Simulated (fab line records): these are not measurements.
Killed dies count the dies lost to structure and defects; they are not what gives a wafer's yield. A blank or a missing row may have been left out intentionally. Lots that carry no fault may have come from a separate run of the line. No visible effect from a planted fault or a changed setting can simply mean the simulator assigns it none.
fab line records | flow n5Finfet
record: lots: 24 wafers: 72 lastDay: 17
route steps=1938 shown MOL_CONTACT_COAG@544
lots with no fault: from the same line, run without faults
startH: the number of hours between the record's first day and the start of the first shown wafer of the lot | waitH: hours from the lot's prior step to this one | " same as the row above | L1.1+2: a single row standing in for several wafers | - either no value or no given start | * or withheld: withheld | < > ~ a bound
route shown NAME@n: NAME is a module with steps in the file, n the number in the route of the first one | usual: mean/standard deviation taken from wafers without a fault | same: alike in all rows | chamber/n: place in a boat | sites: per-site readings | _std_site: standard deviation of those values | _edge_site: outer sites' mean less inner sites' | radiusMm: for every site, how far away it sits from the centre of the wafer | mask NAME#n: copy n | behind: the most recent tool/chamber to have shaped the wafer | hold: what put the lot on hold/how long, in hours/how the hold closed | device: the transistor (n, p or np) that didn't switch | end of line: tests of these same wafers at the route's end | for a step that has no rows: nothing shown but its recipe | killed: at the first sort, the dies lost to defects and structure; wafer yield is something else | map: a wafer's dies, marking killed ones x, the rest . and places with no die _
set.NAME: setting as actually run; set.NAME@STEP: the setting as run at that earlier step | model.NAME: the simulator's own value behind a step, which no gauge read
steps of the route over a sample of lots; a table a step, a row a wafer
services: from which hour (startH, from the record's first day; less than 0 if before it) a tool's chamber was out of use, for how many hours, and why
== steps ==
step: N5_MOL_CONTACT_COAG_ALD_20
recipe: material: TiN targetThkA: 15 tempC: 400 aldPrecursorFamily: TiCl4 aldCoReactant: NH3 pulseTimeS: 1 purgeTimeS: 3 coReactantPurgeTimeS: 2 coReactantPulseTimeS: 2 aldCycles: 68 pressureTorr: 3
usual: heaterPowerW: 860/80 precursorPulseHeightRel: 0.999/0.018
columns lot.wafer tool chamber startH waitH heaterPowerW precursorPulseHeightRel sinceWetCleanH
L074.1 aldMetal-04 1 89.20 0.1 868 0.992 5906
L074.2 " 3 " " 826 0.993 5906
L074.5 " 0 " " 940 1.011 -
L075.1 aldMetal-02 0 92.51 0.1 901 1.030 1294
L075.2 " 2 " " 884 0.998 1294
L075.3 " 1 " " 742 0.988 1294
L076.1 aldMetal-02 3 106.09 0.1 895 1.006 1307
L076.2 " 1 " " 744 0.995 1307
L076.4 " 2 " " 877 1.005 1307
L077.2 aldMetal-02 1 108.73 0.1 736 0.998 1310
L077.3 " 3 " " 894 1.053 1310
L077.5 " 3 " " 910 1.005 -
L078.2 aldMetal-01 2 115.93 0.1 815 0.982 2856
L078.3 " 1 " " 1079 1.012 2856
L078.6 " 3 " " 847 1.006 -
L079.1 aldMetal-04 1 118.49 0.1 875 1.016 5935
L079.4 " 2 " " 723 0.989 5935
L079.6 " 0 " " 958 0.989 -
L080.4 aldMetal-01 3 128.93 0.1 854 1.005 2869
L080.5 " 2 " " 801 1.007 -
L080.6 " 1 " " 1032 0.982 -
L081.3 aldMetal-01 0 135.42 0.1 907 0.976 2875
L081.4 " 3 " " 834 1.016 2875
L081.5 " 0 " " 913 1.015 -
L082.1 aldMetal-02 0 140.15 0.1 887 1.008 1341
L082.2 " 2 " " 888 0.980 1341
L082.6 " 3 " " 873 1.018 -
L083.2 aldMetal-04 1 143.99 0.1 875 0.996 5961
L083.4 " 2 " " 724 1.010 5961
L083.6 " 0 " " 956 1.009 -
L084.1 aldMetal-02 1 148.43 0.1 725 1.005 1350
L084.2 " 0 " " 867 0.971 1350
L084.6 " 2 " " 879 1.005 -
L085.1 aldMetal-02 2 164.12 0.1 885 1.006 1365
L085.5 " 1 " " 726 0.999 -
L085.6 " 2 " " 885 1.000 -
L086.1 aldMetal-04 1 164.42 0.1 901 1.062 5981
L086.2 " 2 " " 723 1.009 5981
L086.4 " 2 " " 743 0.997 -
L087.1 aldMetal-01 3 169.43 0.1 808 0.991 2909
L087.5 " 2 " " 816 1.023 -
L087.6 " 3 " " 828 0.986 -
L089.1 aldMetal-02 0 179.45 0.1 886 1.012 1381
L089.3 " 3 " " 892 1.002 1381
L089.4 " 1 " " 741 1.007 1381
L088.1 aldMetal-02 0 185.19 0.1 889 1.020 1387
L088.4 " 1 " " 736 0.988 1387
L088.5 " 3 " " 895 1.003 -
L090.3 aldMetal-02 3 188.04 0.1 891 0.983 1389
L090.5 " 1 " " 752 1.001 -
L090.6 " 2 " " 882 0.972 -
L091.1 aldMetal-02 2 190.98 0.1 871 1.011 1392
L091.4 " 1 " " 736 0.985 1392
L091.5 " 2 " " 886 1.011 -
L092.2 aldMetal-04 1 201.16 0.1 858 1.008 6018
L092.4 " 3 " " 830 0.967 6018
L092.6 " 0 " " 953 0.967 -
L093.1 aldMetal-04 0 206.03 0.1 937 1.022 6023
L093.4 " 1 " " 880 0.995 6023
L093.6 " 2 " " 726 0.994 -
L094.1 aldMetal-02 2 209.50 0.1 872 0.976 1411
L094.2 " 1 " " 726 1.022 1411
L094.6 " 3 " " 925 0.989 -
L095.3 aldMetal-02 3 220.32 0.1 895 1.019 1422
L095.5 " 0 " " 866 1.003 -
L095.6 " 3 " " 886 1.015 -
L096.1 aldMetal-01 3 221.64 0.1 820 1.007 2961
L096.4 " 0 " " 928 1.026 2961
L096.6 " 0 " " 922 0.989 -
L097.1 aldMetal-01 0 229.60 0.1 915 1.008 2969
L097.2 " 1 " " 1029 1.011 2969
L097.3 " 2 " " 818 0.959 2969
step: N5_MOL_CONTACT_COAG_PRE_CLEAN_142
recipe: gas: H2/He timeS: 60 tempC: 300
usual: heaterPowerW: 468/37
columns lot.wafer tool chamber startH waitH heaterPowerW
L074.1 pvdSputter-03 - 92.03 1.1 529
L074.2 " - " " 424
L074.5 " - " " 511
L075.1 pvdSputter-01 - 97.64 2.0 443
L075.2 " - " " 460
L075.3 " - " " 452
L076.1 pvdSputter-03 - 110.36 2.6 425
L076.2 " - " " 521
L076.4 " - " " 517
L077.2 pvdSputter-03 - 113.54 1.2 513
L077.3 " - " " 484
L077.5 " - " " 524
L078.2 pvdSputter-03 - 121.18 2.6 484
L078.3 " - " " 536
L078.6 " - " " 474
L079.1 pvdSputter-02 - 123.39 1.1 414
L079.4 " - " " 497
L079.6 " - " " 490
L080.4 pvdSputter-01 - 133.54 2.2 494
L080.5 " - " " 506
L080.6 " - " " 460
L081.3 pvdSputter-02 - 143.71 2.6 423
L081.4 " - " " 488
L081.5 " - " " 431
L082.1 pvdSputter-02 - 143.87 1.8 424
L082.2 " - " " 432
L082.6 " - " " 432
L083.2 pvdSputter-01 - 148.45 2.2 498
L083.4 " - " " 470
L083.6 " - " " 450
L084.1 pvdSputter-03 - 154.17 1.6 527
L084.2 " - " " 423
L084.6 " - " " 518
L085.1 pvdSputter-01 - 167.35 1.5 468
L085.5 " - " " 490
L085.6 " - " " 454
L086.1 pvdSputter-03 - 167.38 1.3 504
L086.2 " - " " 533
L086.4 " - " " 498
L087.1 pvdSputter-01 - 173.59 1.2 483
L087.5 " - " " 446
L087.6 " - " " 437
L089.1 pvdSputter-02 - 182.84 1.8 488
L089.3 " - " " 429
L089.4 " - " " 431
L088.1 pvdSputter-03 - 191.07 2.0 501
L088.4 " - " " 535
L088.5 " - " " 512
L090.3 pvdSputter-02 - 191.38 1.1 507
L090.5 " - " " 426
L090.6 " - " " 423
L091.1 pvdSputter-01 - 194.66 2.0 489
L091.4 " - " " 449
L091.5 " - " " 421
L092.2 pvdSputter-03 - 206.10 1.5 540
L092.4 " - " " 513
L092.6 " - " " 490
L093.1 pvdSputter-01 - 209.88 1.7 455
L093.4 " - " " 451
L093.6 " - " " 451
L094.1 pvdSputter-03 - 213.20 1.2 478
L094.2 " - " " 513
L094.6 " - " " 516
L095.3 pvdSputter-03 - 228.32 4.2 504
L095.5 " - " " 486
L095.6 " - " " 425
L096.1 pvdSputter-02 - 228.50 4.2 437
L096.4 " - " " 421
L096.6 " - " " 498
L097.1 pvdSputter-01 - 234.71 2.1 460
L097.2 " - " " 445
L097.3 " - " " 438
step: N5_MOL_CONTACT_COAG_CMP_28
recipe: stopOn: SiNx tOverpolishS: 0.85 postCmpClean: alkalineBrush downForcePsi: 4.15 platenRpm: 51.8 padVelocityMS: 1.0307 targetThkNm: 14.522
usual: motorCurrentA: 12.6/1.1 platenRpm: 51.80/0.033 slurryFlowMlMin: 150.0/0.43 timeToEndpointS: 4.7/2
columns lot.wafer tool chamber startH waitH motorCurrentA platenRpm slurryFlowMlMin timeToEndpointS
L074.2 cmp-02 2 94.81 1.0 14.2 51.83 149.9 6.2
L074.1 " 3 " " 12.1 51.80 149.4 3.1
L074.5 " 2 " " 14.4 51.76 149.9 3.8
L075.2 cmp-02 1 100.31 0.8 12.8 51.85 150.0 5.9
L075.1 " 2 " " 14.2 51.79 149.6 2.5
L075.3 " 3 " " 12.1 51.82 150.1 0.4
L076.1 cmp-01 3 114.20 0.8 12.1 51.79 149.6 1.0
L076.4 " 1 " " 10.7 51.79 149.9 6.5
L076.2 " 2 " " 11.9 51.78 149.6 6.5
L077.2 cmp-01 0 116.42 0.8 12.2 51.79 149.1 7.9
L077.3 " 1 " " 10.4 51.80 150.0 7.6
L077.5 " 0 " " 12.3 51.80 149.7 8.1
L078.3 cmp-02 1 123.80 0.8 12.8 51.74 150.3 3.3
L078.2 " 0 " " 15.1 51.79 150.4 4.2
L078.6 " 1 " " 13.3 51.73 149.7 3.0
L079.1 cmp-01 0 126.38 0.8 12.4 51.82 149.8 4.1
L079.4 " 2 " " 12.3 51.83 150.4 4.3
L079.6 " 1 " " 11.0 51.82 149.8 6.4
L080.4 cmp-03 0 136.30 0.9 14.4 51.76 149.5 6.0
L080.6 " 2 " " 11.8 51.78 149.8 9.4
L080.5 " 3 " " 12.1 51.75 149.4 6.1
L081.4 cmp-03 1 146.51 0.9 12.4 51.75 150.2 8.0
L081.3 " 2 " " 12.0 51.79 150.1 8.6
L081.5 " 0 " " 13.1 51.86 150.2 6.4
L082.2 cmp-01 0 146.85 0.8 11.9 51.76 150.1 4.6
L082.1 " 2 " " 11.7 51.87 150.0 1.9
L082.6 " 1 " " 10.6 51.76 150.2 4.9
L083.4 cmp-01 1 151.08 0.8 10.8 51.75 150.1 3.8
L083.2 " 2 " " 11.6 51.77 149.6 3.6
L083.6 " 1 " " 10.8 51.77 149.4 6.2
L084.1 cmp-02 3 156.88 0.9 12.5 51.81 149.7 6.2
L084.2 " 0 " " 14.8 51.77 150.1 6.0
L084.6 " 1 " " 12.4 51.84 150.2 9.0
L085.1 cmp-01 2 169.99 0.8 11.8 51.84 150.0 7.2
L085.6 " 2 " " 11.7 51.80 150.2 5.9
L085.5 " 3 " " 12.8 51.78 150.6 4.3
L086.4 cmp-01 3 170.22 0.8 11.7 51.80 149.9 3.2
L086.1 " 0 " " 12.4 51.82 149.8 6.3
L086.2 " 2 " " 11.3 51.83 150.4 7.6
L087.1 cmp-03 1 176.30 0.8 12.5 51.77 150.0 5.3
L087.6 " 0 " " 13.9 51.75 150.4 3.5
L087.5 " 1 " " 12.2 51.80 150.1 5.1
L089.3 cmp-03 3 186.19 0.8 12.0 51.79 150.2 3.1
L089.4 " 0 " " 14.2 51.85 149.8 3.8
L089.1 " 1 " " 11.7 51.83 150.0 3.6
L088.4 cmp-02 3 193.74 0.8 12.6 51.75 149.8 3.5
L088.1 " 2 " " 14.0 51.79 149.1 4.9
L088.5 " 3 " " 12.6 51.82 151.0 7.2
L090.3 cmp-02 3 194.68 0.8 12.1 51.80 150.6 1.4
L090.6 " 2 " " 13.9 51.82 150.1 2.5
L090.5 " 3 " " 12.6 51.79 150.3 5.3
L091.1 cmp-03 1 197.41 0.9 13.0 51.79 149.5 4.7
L091.4 " 2 " " 12.0 51.76 150.7 6.4
L091.5 " 3 " " 11.8 51.80 151.0 4.3
L092.2 cmp-01 1 208.92 0.9 10.5 51.80 150.0 4.9
L092.4 " 2 " " 12.2 51.80 150.1 4.5
L092.6 " 0 " " 12.0 51.79 150.2 6.7
L093.1 cmp-02 0 212.73 0.8 14.5 51.80 150.9 5.4
L093.4 " 2 " " 14.2 51.80 149.8 3.9
L093.6 " 0 " " 15.7 51.83 150.5 4.9
L094.1 cmp-03 0 215.99 0.8 14.0 51.84 150.4 3.7
L094.2 " 2 " " 12.0 51.74 150.4 2.8
L094.6 " 0 " " 14.4 51.79 149.8 2.2
L095.3 cmp-03 0 231.17 0.8 14.0 51.79 149.3 2.1
L095.5 " 3 " " 12.0 51.80 149.5 2.8
L095.6 " 0 " " 13.3 51.85 149.3 4.0
L096.4 cmp-03 0 231.36 0.0 13.4 51.75 150.1 2.7
L096.1 " 1 " " 12.3 51.79 149.8 1.5
L096.6 " 0 " " 14.6 51.83 149.7 3.0
L097.3 cmp-02 3 237.34 0.8 13.3 51.80 150.8 2.6
L097.1 " 1 " " 13.0 51.76 149.9 4.1
L097.2 " 2 " " 14.5 51.82 150.0 3.8
step: N5_MOL_CONTACT_COAG_OVL_MEAS_41
recipe: pointsPerWafer: 522
usual: VD_OVL: 0.5/0.8
columns lot.wafer tool chamber startH waitH VD_OVL[nm]
L074.1 overlay-02 0 98.27 0.0 -0.8
L074.2 " 0 " " -0.4
L074.5 " 0 " " 0.0
L075.1 overlay-01 0 104.36 0.0 2.1
L075.2 " 0 " " 0.9
L075.3 " 0 " " 2.0
L076.1 overlay-02 0 117.13 0.0 2.0
L076.2 " 0 " " 1.8
L076.4 " 0 " " 0.7
L077.2 overlay-02 0 119.21 0.0 0.7
L077.3 " 0 " " 0.9
L077.5 " 0 " " 1.5
L078.2 overlay-02 0 126.26 0.0 0.2
L078.3 " 0 " " 0.3
L078.6 " 0 " " 0.4
L079.1 overlay-01 0 128.84 0.0 1.3
L079.4 " 0 " " 2.1
L079.6 " 0 " " 1.4
L080.4 overlay-01 0 138.69 0.0 0.6
L080.5 " 0 " " 0.3
L080.6 " 0 " " -0.1
L081.3 overlay-02 0 149.12 0.0 1.0
L081.4 " 0 " " -0.7
L081.5 " 0 " " 1.2
L082.1 overlay-01 0 149.50 0.0 -0.4
L082.2 " 0 " " -0.6
L082.6 " 0 " " 0.8
L083.2 overlay-01 0 153.95 0.0 0.6
L083.4 " 0 " " 0.3
L083.6 " 0 " " 0.8
L084.1 overlay-01 0 159.26 0.0 1.0
L084.2 " 0 " " 0.4
L084.6 " 0 " " 0.8
L085.1 overlay-01 0 172.52 0.0 0.3
L085.5 " 0 " " 0.4
L085.6 " 0 " " -0.4
L086.1 overlay-02 0 173.21 0.0 -0.1
L086.2 " 0 " " -0.4
L086.4 " 0 " " -0.6
L087.1 overlay-01 0 178.84 0.0 0.0
L087.5 " 0 " " -0.2
L087.6 " 0 " " 0.2
L089.1 overlay-02 0 189.98 0.0 0.1
L089.3 " 0 " " 0.3
L089.4 " 0 " " 0.1
L088.1 overlay-01 0 196.37 0.0 1.2
L088.4 " 0 " " 0.6
L088.5 " 0 " " 1.6
L090.3 overlay-02 0 197.23 0.0 2.1
L090.5 " 0 " " 1.5
L090.6 " 0 " " 1.3
L091.1 overlay-02 0 200.12 0.0 -0.7
L091.4 " 0 " " -0.5
L091.5 " 0 " " 0.2
L092.2 overlay-02 0 211.74 0.0 -0.1
L092.4 " 0 " " 1.2
L092.6 " 0 " " 0.6
L093.1 overlay-01 0 215.25 0.0 -0.2
L093.4 " 0 " " -1.1
L093.6 " 0 " " -0.8
L094.1 overlay-02 0 219.04 0.0 -0.1
L094.2 " 0 " " -0.6
L094.6 " 0 " " 0.1
L095.3 overlay-01 0 234.07 0.0 0.7
L095.5 " 0 " " 2.3
L095.6 " 0 " " 0.3
L096.1 overlay-01 0 234.24 0.0 1.2
L096.4 " 0 " " 0.3
L096.6 " 0 " " 0.0
L097.1 overlay-01 0 240.02 0.0 0.2
L097.2 " 0 " " 0.4
L097.3 " 0 " " 0.9
step: N5_MOL_CONTACT_COAG_VIA_ETCH_117
recipe: chemistry: C4F6/O2 targetDepthA: 400 overetchA: 80 maskMaterial: SOC target: SiO2 biasW: 455 pressureMtorr: 10 timeS: 26 sourceW: 325 Ar_flow_sccm: 300 C4F6_flow_sccm: 10 O2_flow_sccm: 10 ionEnergyEv: 575.3 ends: endPoint
usual: O2_flow_sccm: 9.997/0.028 drypumpMotorCurrentA: 6.0/0.45 oesProductAu: 0.67/0.057 rfVppV: 1573/28 showerheadPlenumPTorr: 2.82/0.085 throttleValvePct: 40.8/0.39
columns lot.wafer tool chamber startH waitH O2_flow_sccm drypumpMotorCurrentA oesProductAu rfHoursCounterH rfVppV showerheadPlenumPTorr throttleValvePct
L074.1 rieDiel-04 2 100.61 0.0 9.969 6.3 0.65 182 1558 2.81 41.0
L074.2 " 3 " " 9.975 6.1 0.74 87 1626 2.77 41.0
L074.5 " 3 " " 10.037 6.1 0.74 - 1625 2.77 41.0
L075.1 rieDiel-05 3 105.10 0.0 10.011 6.2 0.65 207 1538 2.93 40.8
L075.2 " 1 " " 10.008 5.0 0.66 170 1543 2.83 40.6
L075.3 " 2 " " 10.036 6.0 0.64 220 1565 2.69 41.0
L076.1 rieDiel-03 3 117.96 0.0 10.009 5.5 0.83 17 1600 2.81 41.3
L076.2 " 1 " " 9.985 6.6 0.79 35 1569 2.79 40.6
L076.4 " 0 " " 10.041 5.3 0.67 - 1577 2.84 41.0
L077.2 rieDiel-05 3 119.79 0.0 9.959 6.1 0.64 211 1538 2.93 40.8
L077.3 " 2 " " 10.020 5.9 0.63 224 1566 2.69 41.0
L077.5 " 3 " " 9.982 6.1 0.64 - 1537 2.93 40.8
L078.2 rieDiel-04 3 126.93 0.0 9.999 6.1 0.72 97 1625 2.76 41.0
L078.3 " 0 " " 10.013 6.6 0.64 201 1609 2.93 40.6
L078.6 " 3 " " 9.976 6.1 0.74 - 1624 2.76 41.0
L079.1 rieDiel-05 1 129.40 0.0 9.955 5.0 0.66 177 1544 2.83 40.6
L079.4 " 0 " " 9.999 5.9 0.63 223 1540 2.68 40.5
L079.6 " 3 " " 9.982 6.1 0.64 - 1538 2.92 40.8
L080.4 rieDiel-05 1 139.53 0.0 9.999 5.0 0.65 180 1544 2.83 40.6
L080.5 " 1 " " 9.968 5.0 0.66 - 1544 2.83 40.6
L080.6 " 0 " " 9.976 5.9 0.63 - 1540 2.68 40.5
L081.3 rieDiel-05 2 149.67 0.0 10.015 6.0 0.63 233 1564 2.68 41.0
L081.4 " 1 " " 9.994 5.0 0.65 184 1545 2.82 40.5
L081.5 " 0 " " 9.991 5.9 0.62 - 1540 2.68 40.5
L082.1 rieDiel-05 0 150.27 0.0 9.999 5.9 0.63 229 1539 2.68 40.5
L082.2 " 1 " " 10.001 5.0 0.65 184 1543 2.82 40.6
L082.6 " 3 " " 10.020 6.2 0.63 - 1538 2.92 40.8
L083.2 rieDiel-04 2 154.50 0.0 10.008 6.4 0.64 203 1558 2.80 41.0
L083.4 " 3 " " 9.940 6.1 0.72 - 1625 2.76 41.0
L083.6 " 2 " " 9.967 6.4 0.64 - 1558 2.80 41.0
L084.1 rieDiel-03 2 160.26 0.0 9.962 6.0 0.64 215 1592 2.93 41.8
L084.2 " 0 " " 9.979 5.4 0.65 181 1578 2.84 41.0
L084.6 " 0 " " 10.001 5.3 0.65 - 1575 2.84 41.0
L085.1 rieDiel-04 3 173.75 0.0 9.953 6.1 0.71 116 1624 2.75 41.0
L085.5 " 3 " " 9.997 6.1 0.71 - 1625 2.75 41.0
L085.6 " 2 " " 10.031 6.4 0.63 - 1556 2.79 41.0
L086.1 rieDiel-03 0 174.46 0.0 10.016 5.3 0.65 186 1576 2.83 41.0
L086.2 " 3 " " 9.997 5.5 0.78 38 1599 2.80 41.3
L086.4 " 1 " " 10.000 6.6 0.76 56 1567 2.78 40.7
L087.1 rieDiel-03 0 180.49 0.0 10.033 5.4 0.64 190 1578 2.83 41.0
L087.5 " 1 " " 9.979 6.6 0.76 - 1567 2.78 40.7
L087.6 " 2 " " 10.038 6.0 0.64 - 1592 2.93 41.8
L089.1 rieDiel-04 3 190.58 0.0 10.051 6.1 0.71 125 1624 2.75 41.0
L089.3 " 2 " " 9.967 6.3 0.62 220 1556 2.79 41.0
L089.4 " 0 " " 10.005 6.6 0.64 210 1607 2.93 40.6
L088.1 rieDiel-03 0 197.02 0.0 9.981 5.3 0.64 197 1577 2.83 41.0
L088.4 " 3 " " 9.972 5.5 0.77 49 1598 2.80 41.3
L088.5 " 3 " " 9.934 5.5 0.77 - 1598 2.80 41.3
L090.3 rieDiel-04 1 197.92 0.0 10.022 6.1 0.62 240 1579 2.90 40.2
L090.5 " 2 " " 9.982 6.4 0.63 - 1557 2.79 41.0
L090.6 " 3 " " 10.028 6.1 0.70 - 1623 2.75 41.0
L091.1 rieDiel-03 0 200.78 0.0 10.002 5.4 0.64 199 1576 2.83 41.0
L091.4 " 3 " " 10.000 5.5 0.77 51 1598 2.79 41.3
L091.5 " 2 " " 10.008 6.0 0.64 - 1592 2.92 41.8
L092.2 rieDiel-05 3 212.36 0.0 9.959 6.2 0.63 238 1536 2.91 40.9
L092.4 " 0 " " 10.035 5.8 0.61 - 1538 2.67 40.5
L092.6 " 3 " " 9.958 6.2 0.62 - 1536 2.91 40.8
L093.1 rieDiel-04 3 215.97 0.0 10.031 6.0 0.70 135 1624 2.74 41.0
L093.4 " 1 " " 9.976 6.1 0.61 246 1579 2.90 40.2
L093.6 " 0 " " 10.020 6.6 0.63 - 1608 2.93 40.6
L094.1 rieDiel-04 0 219.91 0.0 9.989 6.6 0.63 218 1609 2.93 40.6
L094.2 " 2 " " 10.036 6.3 0.62 230 1557 2.78 41.0
L094.6 " 1 " " 10.042 6.1 0.61 - 1580 2.90 40.2
L095.3 rieDiel-05 2 234.80 0.0 10.030 6.0 0.86 4 1590 3.01 41.1
L095.5 " 1 " " 9.970 5.0 0.64 - 1544 2.81 40.6
L095.6 " 3 " " 9.955 6.2 0.62 - 1537 2.91 40.8
L096.1 rieDiel-03 2 234.89 0.0 9.996 6.0 0.63 245 1592 2.92 41.8
L096.4 " 0 " " 10.014 5.3 0.63 211 1577 2.82 41.0
L096.6 " 2 " " 9.982 5.9 0.63 - 1591 2.92 41.8
L097.1 rieDiel-04 0 240.61 0.0 10.035 6.6 0.63 225 1607 2.92 40.7
L097.2 " 2 " " 10.046 6.4 0.62 238 1557 2.78 41.0
L097.3 " 3 " " 9.969 6.1 0.69 144 1624 2.74 41.0
step: N5_MOL_CONTACT_COAG_ETCH_124
recipe: chemistry: CH3F/O2 target: SiNx targetDepthA: 65 maskMaterial: SOC stopOn: SiOC overEtchFrac: 0.3 ionEnergyEv: 120 pressureMtorr: 30 sourceW: 395 biasW: 73 Ar_flow_sccm: 150 CH3F_flow_sccm: 30 O2_flow_sccm: 20 ends: endPoint
usual: O2_flow_sccm: 20.00/0.061 drypumpMotorCurrentA: 6.0/0.45 oesProductAu: 0.64/0.058 rfVppV: 295/5.5 showerheadPlenumPTorr: 1.99/0.062 throttleValvePct: 16.28/0.23
columns lot.wafer tool chamber startH waitH O2_flow_sccm drypumpMotorCurrentA oesProductAu rfHoursCounterH rfVppV showerheadPlenumPTorr throttleValvePct
L074.1 rieDiel-04 2 100.64 0.0 20.01 6.3 0.62 182 291 1.97 16.51
L074.2 " 3 " " 20.01 6.1 0.70 87 304 1.94 16.04
L074.5 " 3 " " 20.07 6.0 0.70 - 305 1.94 16.05
L075.1 rieDiel-05 3 105.13 0.0 20.01 6.2 0.61 207 286 2.06 16.13
L075.2 " 1 " " 20.04 5.0 0.63 170 289 2.00 16.13
L075.3 " 2 " " 20.00 6.0 0.60 220 294 1.89 16.43
L076.1 rieDiel-03 3 117.99 0.0 20.03 5.5 0.79 17 300 1.98 16.27
L076.2 " 1 " " 19.92 6.6 0.76 35 294 1.96 15.96
L076.4 " 0 " " 20.11 5.3 0.63 - 296 2.00 16.39
L077.2 rieDiel-05 3 119.81 0.0 19.92 6.1 0.61 211 288 2.06 16.13
L077.3 " 2 " " 20.13 5.9 0.60 224 293 1.89 16.44
L077.5 " 3 " " 19.93 6.2 0.60 - 288 2.06 16.14
L078.2 rieDiel-04 3 126.96 0.0 19.99 6.0 0.70 97 304 1.94 16.05
L078.3 " 0 " " 19.98 6.6 0.61 201 302 2.07 16.12
L078.6 " 3 " " 19.95 6.1 0.69 - 305 1.94 16.07
L079.1 rieDiel-05 1 129.43 0.0 19.94 5.0 0.62 177 290 1.99 16.14
L079.4 " 0 " " 20.06 5.9 0.60 223 288 1.88 16.19
L079.6 " 3 " " 20.00 6.1 0.61 - 289 2.06 16.12
L080.4 rieDiel-05 1 139.56 0.0 19.93 5.0 0.62 180 289 1.99 16.14
L080.5 " 1 " " 19.98 5.0 0.62 - 288 1.99 16.17
L080.6 " 0 " " 19.97 5.9 0.59 - 288 1.88 16.21
L081.3 rieDiel-05 2 149.69 0.0 19.92 6.0 0.59 233 293 1.89 16.48
L081.4 " 1 " " 20.06 5.0 0.62 184 289 1.99 16.15
L081.5 " 0 " " 20.00 5.9 0.59 - 290 1.88 16.21
L082.1 rieDiel-05 0 150.30 0.0 20.02 5.9 0.59 229 286 1.88 16.20
L082.2 " 1 " " 20.08 5.0 0.62 184 288 1.99 16.15
L082.6 " 3 " " 20.00 6.1 0.61 - 287 2.06 16.15
L083.2 rieDiel-04 2 154.53 0.0 19.90 6.4 0.61 203 292 1.97 16.54
L083.4 " 3 " " 20.03 6.1 0.69 - 304 1.94 16.08
L083.6 " 2 " " 19.95 6.4 0.60 - 292 1.97 16.56
L084.1 rieDiel-03 2 160.29 0.0 20.00 6.0 0.62 215 299 2.07 16.84
L084.2 " 0 " " 19.93 5.3 0.61 181 296 2.00 16.40
L084.6 " 0 " " 19.97 5.3 0.62 - 295 2.00 16.40
L085.1 rieDiel-04 3 173.78 0.0 20.03 6.1 0.68 116 305 1.93 16.10
L085.5 " 3 " " 19.99 6.1 0.68 - 305 1.93 16.09
L085.6 " 2 " " 20.01 6.3 0.60 - 293 1.97 16.55
L086.1 rieDiel-03 0 174.49 0.0 19.99 5.3 0.62 186 296 2.00 16.41
L086.2 " 3 " " 19.94 5.5 0.76 38 299 1.97 16.30
L086.4 " 1 " " 20.08 6.6 0.73 56 293 1.96 16.00
L087.1 rieDiel-03 0 180.52 0.0 20.06 5.3 0.61 190 295 2.00 16.42
L087.5 " 1 " " 19.90 6.6 0.72 - 292 1.96 16.01
L087.6 " 2 " " 19.98 6.0 0.61 - 299 2.06 16.84
L089.1 rieDiel-04 3 190.61 0.0 20.03 6.1 0.67 125 305 1.93 16.11
L089.3 " 2 " " 20.02 6.4 0.61 220 292 1.96 16.59
L089.4 " 0 " " 19.94 6.6 0.60 210 300 2.06 16.15
L088.1 rieDiel-03 0 197.05 0.0 20.09 5.3 0.61 197 294 1.99 16.42
L088.4 " 3 " " 19.86 5.5 0.74 49 299 1.97 16.34
L088.5 " 3 " " 19.99 5.5 0.74 - 298 1.97 16.32
L090.3 rieDiel-04 1 197.95 0.0 20.01 6.1 0.58 240 297 2.05 16.18
L090.5 " 2 " " 20.10 6.4 0.60 - 292 1.96 16.58
L090.6 " 3 " " 20.02 6.0 0.67 - 304 1.93 16.12
L091.1 rieDiel-03 0 200.80 0.0 19.97 5.3 0.61 199 295 1.99 16.44
L091.4 " 3 " " 20.07 5.5 0.74 51 299 1.97 16.35
L091.5 " 2 " " 20.00 6.0 0.61 - 297 2.06 16.88
L092.2 rieDiel-05 3 212.39 0.0 20.00 6.2 0.59 238 288 2.05 16.19
L092.4 " 0 " " 19.96 5.9 0.59 - 288 1.88 16.24
L092.6 " 3 " " 19.95 6.1 0.59 - 288 2.05 16.18
L093.1 rieDiel-04 3 216.00 0.0 19.89 6.1 0.67 135 305 1.93 16.13
L093.4 " 1 " " 19.99 6.1 0.58 246 297 2.05 16.19
L093.6 " 0 " " 20.05 6.6 0.60 - 302 2.06 16.15
L094.1 rieDiel-04 0 219.94 0.0 20.04 6.6 0.60 218 302 2.06 16.16
L094.2 " 2 " " 19.96 6.3 0.60 230 291 1.96 16.60
L094.6 " 1 " " 19.93 6.1 0.58 - 297 2.05 16.20
L095.3 rieDiel-05 2 234.83 0.0 20.10 6.0 0.83 4 298 2.13 16.03
L095.5 " 1 " " 19.92 5.0 0.60 - 289 1.98 16.21
L095.6 " 3 " " 20.18 6.1 0.59 - 287 2.05 16.21
L096.1 rieDiel-03 2 234.92 0.0 20.06 5.9 0.60 245 299 2.06 16.90
L096.4 " 0 " " 20.05 5.3 0.61 211 294 1.99 16.48
L096.6 " 2 " " 19.93 6.0 0.60 - 298 2.06 16.90
L097.1 rieDiel-04 0 240.64 0.0 20.02 6.6 0.59 225 301 2.06 16.18
L097.2 " 2 " " 19.99 6.4 0.59 238 293 1.96 16.61
L097.3 " 3 " " 20.09 6.1 0.66 144 302 1.93 16.13
== services ==
columns tool chamber startH hours kind
aldMetal-04 - 84.85 1.1 repair
cmp-03 - 85.06 0.3 repair
cmp-03 - 93.94 15.1 pm
rieDiel-03 - 95.44 6.3 repair
cmp-01 - 97.63 0.5 repair
cmp-02 - 104.15 4.2 pm
cmp-01 - 104.41 4.0 pm
rieDiel-04 1 111.29 4.4 repair
aldMetal-02 - 123.87 0.3 repair
pvdSputter-02 - 126.57 5.3 repair
cmp-03 - 127.94 1.8 repair
rieDiel-04 0 137.60 42.6 repair
aldMetal-04 0 144.49 25.5 repair
rieDiel-05 - 172.74 15.6 pm
aldMetal-02 - 176.53 1.5 repair
aldMetal-02 0 187.53 3.4 repair
aldMetal-01 0 194.29 26.0 repair
cmp-02 - 216.64 14.7 repair
rieDiel-04 - 223.43 2.3 repair
cmp-01 - 225.54 12.0 repair
rieDiel-04 1 231.41 - clean
rieDiel-04 1 231.41 - consumableReplace:focusRing
pvdSputter-03 - 235.09 39.9 repair
aldMetal-02 - 238.45 1.0 repair
== key ==
fault none
